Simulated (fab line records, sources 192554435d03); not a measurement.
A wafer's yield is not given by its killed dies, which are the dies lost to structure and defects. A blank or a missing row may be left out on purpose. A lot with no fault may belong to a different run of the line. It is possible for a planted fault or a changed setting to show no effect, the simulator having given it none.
Which of the tools did it? | flow n5-finfet | 11 lots, 33 wafers sampled, at 4 steps of a route of 1938

## WHAT EACH GAUGE READ, for each wafer
No reading from a measuring or inspecting step in the record can be judged against a usual standard deviation.

## WHAT TOOL EACH LOT RAN ON (gives the tool, then ch and the chambers of the sampled wafers, and finally the start)
lot  | N5_BEOL_M10_ETCH_41                           | N5_BEOL_M10_CMP_52            | N5_BEOL_M10_DEP_56              | N5_PASSIVATION_PROBE_49
L310 | rie-diel-01 ch 1,2, day 10 16:44 or earlier   | cmp-04 ch 0,3, day 10 16:44   | pecvd-04 ch 0,1,2, day 10 17:04 | prober-02, day 12 21:19
L309 | rie-diel-04 ch 0,1,2, day 10 18:45 or earlier | cmp-04 ch 1,2,3, day 10 18:45 | pecvd-03 ch 0,1, day 10 19:07   | prober-01, day 13 01:41
L311 | rie-diel-01 ch 1,2,3, day 10 19:19 or earlier | cmp-04 ch 0,1,2, day 10 19:19 | pecvd-02 ch 1,2, day 10 19:34   | prober-01, day 12 17:41
L314 | rie-diel-05 ch 1,2, day 11 14:52 or earlier   | cmp-04 ch 0,1,3, day 11 14:52 | pecvd-04 ch 0,1, day 11 15:11   | prober-02, day 13 20:30
L315 | rie-diel-04 ch 0,3, day 11 23:09 or earlier   | cmp-04 ch 0,2, day 11 23:09   | pecvd-02 ch 0,1,2, day 11 23:31 | -
L319 | rie-diel-05 ch 1,2, day 12 12:43 or earlier   | cmp-02 ch 0,1,2, day 12 12:43 | pecvd-04 ch 0,1,2, day 12 13:04 | prober-01, day 14 16:32
L321 | rie-diel-05 ch 1,2, day 13 15:26 or earlier   | cmp-02 ch 0,2, day 13 15:26   | pecvd-04 ch 0,1, day 13 15:46   | -
L323 | rie-diel-01 ch 0,1,3, day 14 00:43 or earlier | cmp-02 ch 1,2,3, day 14 00:43 | pecvd-03 ch 1,2, day 14 00:57   | -
L322 | rie-diel-04 ch 0,1,2, day 14 00:52 or earlier | cmp-02 ch 1,2,3, day 14 00:52 | pecvd-02 ch 0,1,2, day 14 01:13 | -
L324 | rie-diel-04 ch 2,3, day 14 10:47 or earlier   | cmp-03 ch 1,3, day 14 10:47   | pecvd-03 ch 0,1, day 14 11:08   | -
L331 | rie-diel-01 ch 1,2, day 16 05:25 or earlier   | cmp-04 ch 1,2, day 16 05:25   | pecvd-03 ch 0,1, day 16 05:46   | prober-01, day 18 05:44
- N5_BEOL_M10_ETCH_41: etches SiCN in CH3F/O2, target depth 42.6 nm, time 86 s.
- N5_BEOL_M10_CMP_52: polishes, stops on SiCOH lowk, t overpolish 7 s, target thk 140 nm.
- N5_BEOL_M10_DEP_56: deposits SiCN from 3MS/NH3, target thk 15 nm, time 26.5 s.
- N5_PASSIVATION_PROBE_49

## AS READ BY THE TOOLS THEMSELVES (means over the sampled wafers that have a number; for cases with no such wafer, the mark the record gives instead)
N5_BEOL_M10_ETCH_41. Usual: drypump-motor-current-A 5.5 A, standard deviation 0.37; oes-product-au 0.81 a.u., standard deviation 0.08; rf-vpp-V 297.4 V, standard deviation 1.9; showerhead-plenum-p-Torr 2.00 Torr, standard deviation 0.086; throttle-valve-pct 16.28 %, standard deviation 0.27.
lot  | tool        | drypump-motor-current-A (A) | oes-product-au (a.u.) | rf-vpp-V (V) | showerhead-plenum-p-Torr (Torr) | throttle-valve-pct (%) | flag
L310 | rie-diel-01 | 5.3                         | 0.79                  | 298.0        | 2.02                            | 16.32                  |
L309 | rie-diel-04 | 5.8                         | 0.92                  | 298.6        | 2.09                            | 16.24                  |
L311 | rie-diel-01 | 5.5                         | 0.74                  | 298.3        | 2.03                            | 16.40                  |
L314 | rie-diel-05 | 5.6                         | 0.76                  | 294.6        | 1.91                            | 16.36                  |
L315 | rie-diel-04 | 5.4                         | 0.88                  | 298.6        | 2.05                            | 15.91                  |
L319 | rie-diel-05 | 5.7                         | 0.75                  | 294.8        | 1.87                            | 16.57                  |
L321 | rie-diel-05 | 5.6                         | 0.74                  | 294.6        | 1.90                            | 16.39                  |
L323 | rie-diel-01 | 5.7                         | 0.74                  | 296.5        | 1.99                            | 16.38                  |
L322 | rie-diel-04 | 5.8                         | 0.86                  | 298.8        | 2.08                            | 16.30                  |
L324 | rie-diel-04 | 5.2                         | 0.85                  | 297.8        | 2.04                            | 16.06                  |
L331 | rie-diel-01 | 5.3                         | 0.75                  | 297.9        | 2.00                            | 16.41                  |

N5_BEOL_M10_CMP_52. Usual: barrier-field-endpoint-s 28.8 s, standard deviation 0.83; edge-zone-pressure-frac 0.999, standard deviation 0.0052; head-pressure-psi 1.0001 psi, standard deviation 0.0022; motor-current-A 6.1 A, standard deviation 0.68; overpolish-run-s 7.000 s, standard deviation 0.0087; platen-rpm 50.00 rpm, standard deviation 0.032; time-to-endpoint-s 64 s, standard deviation 4.
lot  | tool   | barrier-field-endpoint-s (s) | edge-zone-pressure-frac | head-pressure-psi (psi) | motor-current-A (A) | overpolish-run-s (s) | platen-rpm (rpm) | time-to-endpoint-s (s) | flag
L310 | cmp-04 | 27.7                         | 1.000                   | 0.9976                  | 6.2                 | 6.996                | 50.01            | 62                     |
L309 | cmp-04 | 28.5                         | 0.996                   | 1.0008                  | 6.1                 | 6.997                | 50.00            | 66                     |
L311 | cmp-04 | 29.2                         | 1.001                   | 1.0007                  | 5.6                 | 7.001                | 50.00            | 64                     |
L314 | cmp-04 | 28.7                         | 0.999                   | 1.0011                  | 5.9                 | 7.000                | 50.00            | 64                     |
L315 | cmp-04 | 28.9                         | 1.002                   | 0.9995                  | 6.0                 | 7.000                | 50.04            | 64                     |
L319 | cmp-02 | 29.2                         | 0.998                   | 1.0005                  | 6.3                 | 7.001                | 50.01            | 67                     |
L321 | cmp-02 | 28.4                         | 1.002                   | 1.0009                  | 6.5                 | 6.991                | 50.03            | 62                     |
L323 | cmp-02 | 29.3                         | 0.994                   | 0.9985                  | 6.4                 | 7.005                | 48.01            | 62                     | OFF
L322 | cmp-02 | 30.1                         | 1.003                   | 1.0008                  | 6.1                 | 6.993                | 47.97            | 64                     | OFF
L324 | cmp-03 | 28.7                         | 1.007                   | 0.9995                  | 6.4                 | 7.009                | 50.00            | 62                     |
L331 | cmp-04 | 29.1                         | 0.997                   | 1.0007                  | 6.0                 | 7.004                | 50.00            | 61                     |

N5_BEOL_M10_DEP_56. Usual: showerhead-plenum-p-Torr 3.661 Torr, standard deviation 0.014; throttle-valve-pct 9.2 %, standard deviation 0.53.
lot  | tool     | showerhead-plenum-p-Torr (Torr) | throttle-valve-pct (%) | flag
L310 | pecvd-04 | 3.661                           | 9.4                    |
L309 | pecvd-03 | 3.650                           | 9.6                    |
L311 | pecvd-02 | 3.656                           | 9.0                    |
L314 | pecvd-04 | 3.671                           | 9.6                    |
L315 | pecvd-02 | 3.662                           | 8.9                    |
L319 | pecvd-04 | 3.661                           | 9.4                    |
L321 | pecvd-04 | 3.664                           | 9.7                    |
L323 | pecvd-03 | 3.659                           | 9.1                    |
L322 | pecvd-02 | 3.662                           | 8.9                    |
L324 | pecvd-03 | 3.651                           | 9.7                    |
L331 | pecvd-03 | 3.653                           | 9.8                    |

N5_PASSIVATION_PROBE_49. Usual: defect-limited-yield 91.1 %, standard deviation 1.6; killed_at_M0_to_M3 35, standard deviation 11; killed_at_M4_up 13, standard deviation 5.4; killed-at-contacts 13, standard deviation 6.5; killed-at-front-end 40, standard deviation 14; killed-at-other 4, standard deviation 3.1; killed-dies 105, standard deviation 18; killed-open 69, standard deviation 14; killed-short 34, standard deviation 7.3; sort_bin_5_function 5.2 %, standard deviation 0.96; sort_bin_6_memory 3.4 %, standard deviation 0.77; sort-n-pass 1075, standard deviation 19; sort-yield-pct 91.1 %, standard deviation 1.6.
lot  | tool      | defect-limited-yield (%) | killed_at_M0_to_M3 | killed_at_M4_up | killed-at-contacts | killed-at-front-end | killed-at-other | killed-dies | killed-open | killed-short | sort_bin_5_function (%) | sort_bin_6_memory (%) | sort-n-pass | sort-yield-pct (%) | flag
L310 | prober-02 | 90.4                     | 51                 | 14              | 9                  | 36                  | 3               | 113         | 76          | 35           | 5.3                     | 4.0                   | 1067        | 90.4               |
L309 | prober-01 | 91.4                     | 38                 | 13              | 9                  | 37                  | 5               | 102         | 61          | 37           | 5.1                     | 3.2                   | 1078        | 91.4               |
L311 | prober-01 | 93.0                     | 33                 | 8               | 7                  | 30                  | 4               | 82          | 51          | 29           | 4.2                     | 2.5                   | 1098        | 93.0               |
L314 | prober-02 | 91.6                     | 33                 | 14              | 15                 | 34                  | 3               | 99          | 66          | 32           | 4.7                     | 3.3                   | 1081        | 91.6               |
L319 | prober-01 | 89.4                     | 40                 | 23              | 16                 | 39                  | 7               | 125         | 81          | 42           | 5.8                     | 4.3                   | 1055        | 89.4               |
L331 | prober-01 | 90.0                     | 39                 | 12              | 12                 | 49                  | 5               | 118         | 77          | 37           | 6.0                     | 3.5                   | 1062        | 90.0               |

## THE ANSWER, worked out from the rows above alone
Rule: a lot is off if the mean of its wafers that have a number lies more than 3 standard deviations from the usual mean. A lot without any number at a reading at which 4 lots or more have one is off too. The other lots that the step has rows for count as sound. After the gauges, taken in route order, come the tools' own readings; for these a lot's mean is taken, as printed above. At the first step where some lot is off, the reading lying furthest off is the one used; lots without a number count as furthest.
Off: L323, L322, at N5_BEOL_M10_CMP_52 (platen-rpm).
If a tool, at that step or one of the process steps before it, ran each lot that is off and ran no sound lot following the first of them, it fits. N5_BEOL_M10_ETCH_41: start missing for some lots; hours and lot order therefore follow N5_BEOL_M10_CMP_52. One fits: cmp-02 at N5_BEOL_M10_CMP_52. A fault onset in the window from L321 (day 13 15:26, its last sound lot) to L323 (day 14 00:43, its first lot off) fits.
The tool's own readings at N5_BEOL_M10_CMP_52 bear it out: on the lots that are off they differ by more than 5 times the standard deviation of the sound lots' means. platen-rpm reads 47.99 rpm there against 50.01 rpm on the sound lots.

## WHAT THE SIMULATOR PUT IN
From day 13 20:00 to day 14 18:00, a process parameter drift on cmp-02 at N5_BEOL_M10_CMP_52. From 50, the setting platen-rpm moved by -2. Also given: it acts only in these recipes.
Struck lots among those shown: L323, L322. The rule given above showed the same thing.
